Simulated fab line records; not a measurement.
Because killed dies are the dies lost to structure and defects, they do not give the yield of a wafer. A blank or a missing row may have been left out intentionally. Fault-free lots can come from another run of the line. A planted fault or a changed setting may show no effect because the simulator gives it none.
Matching of chambers || flow n5Finfet || N5_BEOL_M11_ETCH_66 on rieDiel-06 has 4 sister chambers
The step etches SOC in N2/H2, target depth 120 nm, overetch 24 nm, time 180 s. 8 wafers are shown with their chamber, then 9 later ones without.

WAFERS, EACH WITH ITS CHAMBER
{"wafer": "L075.4", "chamber": 1, "drypumpMotorCurrentA (A)": 6.27, "showerheadPlenumPTorr (Torr)": 2.42}
{"wafer": "L076.6", "chamber": 2, "drypumpMotorCurrentA (A)": 6.03, "showerheadPlenumPTorr (Torr)": 2.46}
{"wafer": "L081.2", "chamber": 2, "drypumpMotorCurrentA (A)": 6.02, "showerheadPlenumPTorr (Torr)": 2.46}
{"wafer": "L079.2", "chamber": 3, "drypumpMotorCurrentA (A)": 5.43, "showerheadPlenumPTorr (Torr)": 2.68}
{"wafer": "L079.3", "chamber": 1, "drypumpMotorCurrentA (A)": 6.28, "showerheadPlenumPTorr (Torr)": 2.41}
{"wafer": "L085.3", "chamber": 0, "drypumpMotorCurrentA (A)": 5.91, "showerheadPlenumPTorr (Torr)": 2.62}
{"wafer": "L085.5", "chamber": 0, "drypumpMotorCurrentA (A)": 5.94, "showerheadPlenumPTorr (Torr)": 2.62}
{"wafer": "L085.6", "chamber": 3, "drypumpMotorCurrentA (A)": 5.44, "showerheadPlenumPTorr (Torr)": 2.68}

WAFERS WHOSE CHAMBER IS MISSING
{"wafer": "L091.1", "drypumpMotorCurrentA (A)": 5.42, "showerheadPlenumPTorr (Torr)": 2.67}
{"wafer": "L091.3", "drypumpMotorCurrentA (A)": 6.25, "showerheadPlenumPTorr (Torr)": 2.73}
{"wafer": "L091.6", "drypumpMotorCurrentA (A)": 5.42, "showerheadPlenumPTorr (Torr)": 2.67}
{"wafer": "L093.1", "drypumpMotorCurrentA (A)": 6.27, "showerheadPlenumPTorr (Torr)": 2.73}
{"wafer": "L093.3", "drypumpMotorCurrentA (A)": 5.91, "showerheadPlenumPTorr (Torr)": 2.61}
{"wafer": "L093.5", "drypumpMotorCurrentA (A)": 6.26, "showerheadPlenumPTorr (Torr)": 2.73}
{"wafer": "L097.1", "drypumpMotorCurrentA (A)": 6.01, "showerheadPlenumPTorr (Torr)": 2.44}
{"wafer": "L097.3", "drypumpMotorCurrentA (A)": 6.27, "showerheadPlenumPTorr (Torr)": 2.72}
{"wafer": "L097.5", "drypumpMotorCurrentA (A)": 5.89, "showerheadPlenumPTorr (Torr)": 2.61}

EACH ONE'S CHAMBER
{"wafer": "L091.1", "from the rows above": 3, "in truth": 3}
{"wafer": "L091.3", "from the rows above": 0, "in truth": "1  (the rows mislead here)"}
{"wafer": "L091.6", "from the rows above": 3, "in truth": 3}
{"wafer": "L093.1", "from the rows above": 0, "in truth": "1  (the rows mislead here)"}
{"wafer": "L093.3", "from the rows above": 0, "in truth": 0}
{"wafer": "L093.5", "from the rows above": 0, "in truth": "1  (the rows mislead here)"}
{"wafer": "L097.1", "from the rows above": 2, "in truth": 2}
{"wafer": "L097.3", "from the rows above": 0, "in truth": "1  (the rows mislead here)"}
{"wafer": "L097.5", "from the rows above": 0, "in truth": 0}
Correct placement for 5 of the 9. Can't be placed from these rows: 0. Wrongly placed: 4.
How it was worked out, from the rows above alone: a wafer's distance from a chamber is the root of the sum, over the readings, of the square of ((its reading less the chamber's mean) divided by the reading's scatter). If the next closest chamber is less than 2 further off than the closest, the wafer can't be placed; otherwise it belongs to the closest. The mean given for a chamber averages the wafers shown for that chamber. How the scatter is found: for the shown wafers, subtract from each reading the mean of its chamber, square and add these, divide the total by (wafers less chambers), then take the root.
